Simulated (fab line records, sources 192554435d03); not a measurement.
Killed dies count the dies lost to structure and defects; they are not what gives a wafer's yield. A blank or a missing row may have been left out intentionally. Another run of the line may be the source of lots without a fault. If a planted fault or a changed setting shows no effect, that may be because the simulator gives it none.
Matching of chambers	flow n5Finfet	aldSin-04 running N5_STI_FIN_REVEAL_ALD_00: 4 sister chambers
The step deposits SiO2, target thk 1 nm, pulse time 1 s. 4 wafers are shown with their chamber, then 7 later ones without.

== WAFERS PAIRED WITH THEIR CHAMBERS ==
wafer	chamber	heaterPowerW (W)
L077.3	0	409
L078.5	2	493
L088.1	3	498
L088.3	1	552

== WAFERS WITHOUT THEIR CHAMBER ==
wafer	heaterPowerW (W)
L088.4	549
L089.3	521
L089.5	426
L089.6	544
L095.1	539
L095.2	503
L095.4	539

== CHAMBER TAKEN BY EACH ==
wafer	from the rows above	in truth
L088.4	1	1
L089.3	can't be placed: 3 or 2 or 1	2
L089.5	0	0
L089.6	1	1
L095.1	1	1
L095.2	can't be placed: 3 or 2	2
L095.4	1	1
Correct placement for 5 of the 7. Not placeable from these rows: 2 (in 2, the candidates include the true chamber). Wrongly placed: 0.
How it was worked out, from the rows above alone: a wafer's distance from a chamber is the root of the sum, over the readings, of the square of ((its reading less the chamber's mean) divided by the reading's scatter). If the next closest chamber is less than 2 further off than the closest, the wafer can't be placed; otherwise it belongs to the closest. The mean given for a chamber averages the wafers shown for that chamber. The scatter: root of mean squared gap, hidden wafer to nearest shown wafer, with one shown wafer a chamber.
